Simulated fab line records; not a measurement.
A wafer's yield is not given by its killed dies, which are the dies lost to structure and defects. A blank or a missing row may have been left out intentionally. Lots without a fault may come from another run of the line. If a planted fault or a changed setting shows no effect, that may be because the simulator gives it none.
Chamber matching ; flow n5-finfet ; N5_BEOL_M6_ETCH_66 on rie-diel-04: 4 sister chambers
The step etches SOC in N2/H2, target depth 80 nm, overetch 16 nm, time 120 s. 14 wafers are shown with their chamber, then 7 later ones without.

WAFERS, EACH WITH ITS CHAMBER
wafer;chamber;showerhead-plenum-p-Torr (Torr);drypump-motor-current-A (A);oes-product-au (a.u.)
L078.1;3;2.44;6.1;0.59
L078.5;0;2.59;6.2;0.64
L078.6;2;2.63;5.5;0.53
L077.3;3;2.44;6.2;0.60
L077.4;2;2.63;5.5;0.54
L077.6;0;2.59;6.2;0.65
L081.1;2;2.63;5.5;0.53
L081.2;0;2.59;6.2;0.64
L081.5;2;2.63;5.5;0.53
L085.1;1;2.50;5.4;0.53
L085.4;0;2.59;6.2;0.63
L085.5;1;2.50;5.4;0.53
L093.2;3;2.43;6.2;0.58
L093.4;3;2.43;6.1;0.57

SIGNATURES (averages over the wafers above)
reading;chamber 0;chamber 1;chamber 2;chamber 3;scatter within a chamber
showerhead-plenum-p-Torr;2.5900;2.5000;2.6300;2.4350;0.00316
drypump-motor-current-A;6.200;5.400;5.500;6.150;0.0316
oes-product-au;0.6400;0.5300;0.5325;0.5850;0.0088
Rule: for each reading, subtract the chamber's mean from the wafer's reading, divide by that reading's scatter and square the result; add these up over the readings and take the root, which gives the wafer's distance from the chamber. If the next closest chamber is less than 2 further off than the closest, the wafer can't be placed; otherwise it belongs to the closest. How the scatter is found: for the shown wafers, subtract from each reading the mean of its chamber, square and add these, divide the total by (wafers less chambers), then take the root.

WAFERS WITHOUT THEIR CHAMBER
wafer;showerhead-plenum-p-Torr (Torr);drypump-motor-current-A (A);oes-product-au (a.u.)
L093.5;2.49;5.4;0.51
L094.1;2.43;6.1;0.58
L094.2;2.58;6.2;0.62
L094.4;2.62;5.5;0.51
L097.1;2.58;6.2;0.62
L097.2;2.49;5.4;0.73
L097.6;2.43;6.2;0.57

WHICH CHAMBER EACH WENT THROUGH
wafer;from the rows above;in truth
L093.5;1;1
L094.1;3;3
L094.2;0;0
L094.4;2;2
L097.1;0;0
L097.2;1;1
L097.6;3;3
Correctly placed: 7 of 7. Left unplaced by these rows: 0. Wrongly placed: 0.
